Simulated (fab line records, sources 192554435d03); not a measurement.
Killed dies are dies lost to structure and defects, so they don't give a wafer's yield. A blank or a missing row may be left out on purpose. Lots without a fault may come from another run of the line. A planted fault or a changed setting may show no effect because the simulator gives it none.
Chamber matching | flow n5_finfet | N5_FIN_CUT_STRIP_22 on rie_diel-01: 4 sister chambers
The step strips in N2/H2. 4 wafers are shown with their chamber, then 7 later ones without.

WAFERS WITH THEIR CHAMBER
wafer  | chamber | drypump_motor_current_A (A)
L077.4 | 2       | 5.7
L088.6 | 0       | 5.4
L092.1 | 1       | 5.7
L092.2 | 3       | 6.1

WAFERS WITHOUT THEIR CHAMBER
wafer  | drypump_motor_current_A (A)
L092.3 | 5.7
L092.4 | 5.6
L092.5 | 5.7
L092.6 | 6.1
L094.1 | 5.4
L094.5 | 5.4
L094.6 | 6.1

WHICH CHAMBER EACH WENT THROUGH
wafer  | from the rows above     | in truth
L092.3 | can't be placed: 1 or 2 | 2
L092.4 | can't be placed: 1 or 2 | 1
L092.5 | can't be placed: 1 or 2 | 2
L092.6 | 3                       | 3
L094.1 | 0                       | 0
L094.5 | 0                       | 0
L094.6 | 3                       | 3
Placed correctly: 4 of 7. Can't be placed from these rows: 3 (the true chamber is among the candidates in 3). Placed wrongly: 0.
How it was worked out, from the rows above alone: a wafer's distance from a chamber is the root of the sum, over the readings, of the square of ((its reading less the chamber's mean) divided by the reading's scatter). The wafer belongs to the nearest chamber; if the next one is less than 2 further off, it can't be placed. A chamber's mean is the mean of its shown wafers. The scatter: with one shown wafer a chamber, the root of the mean of the squares of how far each hidden wafer lies from its nearest shown one.
